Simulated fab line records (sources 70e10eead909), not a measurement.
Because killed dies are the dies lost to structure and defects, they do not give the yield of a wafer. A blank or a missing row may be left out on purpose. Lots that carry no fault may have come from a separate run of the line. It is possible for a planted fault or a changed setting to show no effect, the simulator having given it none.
Struck lot and sound lot, side by side    flow nand-harc    15 steps out of a route of 1302
Sound: wafers L911.3, L911.4, L911.6. Struck: wafers L920.3, L920.5. (L920.4 of the same lot was not struck and is left out.) The cause comes at the end.
Each step with rows lists, per side, the tool, then ch with its chambers, then its first start. Under that, the readings that differ: sound wafers    struck wafers    difference of the means    sigmas: that difference in standard deviations of wafers without a fault.
alike: a reading whose means differ by less than 2 such deviations, as well as words and numbers matching on both sides. not compared: withheld readings; readings where some wafer has no value; bounds like >300 that might hide an equal value; numbers whose values overlap and for which the record gives no deviation.
Wherever a step has rows on one side only, a row that says differs or no value, or a row with sigmas, the two part there. Numbers that have no deviation but don't overlap get no sigmas and don't part them. A reading that every wafer of one side lacks parts them only if that side has two wafers or more.

first, 5 steps without rows for these wafers: NHARC_A_CHANNEL_HOLE_D1_SOFTBAKE_05 (time 55 s); NHARC_A_CHANNEL_HOLE_D1_EBR_06; NHARC_A_CHANNEL_HOLE_D1_EXPOSE_07 (exposes mask HOLE D1, target cd 100 nm); NHARC_A_CHANNEL_HOLE_D1_PEB_08 (peb time 65 s); NHARC_A_CHANNEL_HOLE_D1_DEVELOP_09 (develop time 35 s).
NHARC_A_CHANNEL_HOLE_D1_CD_MEAS_10 targets a cd of 100 nm.
  sound on cd-sem-03 ch 0, day 8 11:43; struck on cd-sem-02 ch 0, day 12 09:53
  alike: cd-nm
NHARC_A_CHANNEL_HOLE_D1_OVL_MEAS_11:
  sound on overlay-02 at day 8 11:47; struck on overlay-02 at day 12 09:59
  alike: overlay-x-nm, overlay-y-nm
NHARC_A_CHANNEL_HOLE_D1_INSPECT_12:
  sound on defect-inspect-01 at day 8 11:50; struck on defect-inspect-02 at day 12 10:01
  alike: raw-defect-count
NHARC_A_CHANNEL_HOLE_D1_DESCUM_15: chemistry O2, time 3 s.
  sound on rie-diel-05 ch 0,2, day 8 11:56; struck on rie-diel-05 ch 2, day 12 10:04
  alike: drypump-motor-current-A, oes-product-au, rf-vpp-V, showerhead-plenum-p-Torr, throttle-valve-pct
  not compared: rf-hours-counter-h
NHARC_A_CHANNEL_HOLE_D1_ETCH_38: etches the open film in CF4, target depth 39 nm, time 65 s.
  sound on rie-diel-05 ch 0,1,2, day 8 12:02; struck on rie-diel-05 ch 1, day 12 10:10
  alike: drypump-motor-current-A, oes-product-au, rf-vpp-V, run-length-s, showerhead-plenum-p-Torr, throttle-valve-pct
  not compared: rf-hours-counter-h
NHARC_A_CHANNEL_HOLE_D1_ETCH_39: etches the open film in N2/H2, target depth 260 nm, time 325 s.
  sound on rie-diel-05 ch 0,1,3; struck on rie-diel-05 ch 2,3
  alike: drypump-motor-current-A, n2-flow-sccm, oes-product-au, rf-vpp-V, run-length-s, showerhead-plenum-p-Torr, throttle-valve-pct
  not compared: rf-hours-counter-h
NHARC_A_CHANNEL_HOLE_D1_ETCH_34: etches the open film in CF4/CHF3, target depth 154 nm, time 77 s.
  sound on rie-diel-05 ch 0,3; struck on rie-diel-05 ch 0,2
  alike: drypump-motor-current-A, oes-product-au, rf-vpp-V, run-length-s, showerhead-plenum-p-Torr, throttle-valve-pct
  not compared: rf-hours-counter-h
NHARC_A_CHANNEL_HOLE_D1_ETCH_16: etches the open film in O2/COS, target depth 3100 nm, time 806 s.
  sound on rie-diel-05 ch 1,2,3, day 8 12:28; struck on rie-diel-05 ch 3, day 12 10:36
reading           sound              struck       difference  sigmas
run-length-s (s)  827.4 827.0 826.6  645.9 645.3  -181.4      -99 or more
  alike: drypump-motor-current-A, oes-product-au, rf-vpp-V, showerhead-plenum-p-Torr, throttle-valve-pct
  not compared: rf-hours-counter-h
NHARC_A_CHANNEL_HOLE_D1_CD_MEAS_18:
  sound on cd-sem-02 at day 8 13:04; struck on cd-sem-01 at day 12 11:11
reading     sound             struck     difference  sigmas
cd-nm (nm)  100.7 96.2 101.9  94.0 94.0  -5.6        -2
-- break in the record here, with 16 days between the starts of the struck wafers on either side (left off in module A_CHANNEL_HOLE_D1, picked up again in module END, where the first step shown is number 1302 on the route) --
NHARC_END_SORT_01:
  only the struck wafers appear in the record here, on prober-02 ch 0 at day 28 12:41; the sound ones have no rows

== WHERE THEY PART ==
At NHARC_A_CHANNEL_HOLE_D1_ETCH_16 first; at NHARC_END_SORT_01 last (within this record only).

WHY: the cause the simulator had injected
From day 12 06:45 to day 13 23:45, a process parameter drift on rie-diel-05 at NHARC_A_CHANNEL_HOLE_D1_ETCH_16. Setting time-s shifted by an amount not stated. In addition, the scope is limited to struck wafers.
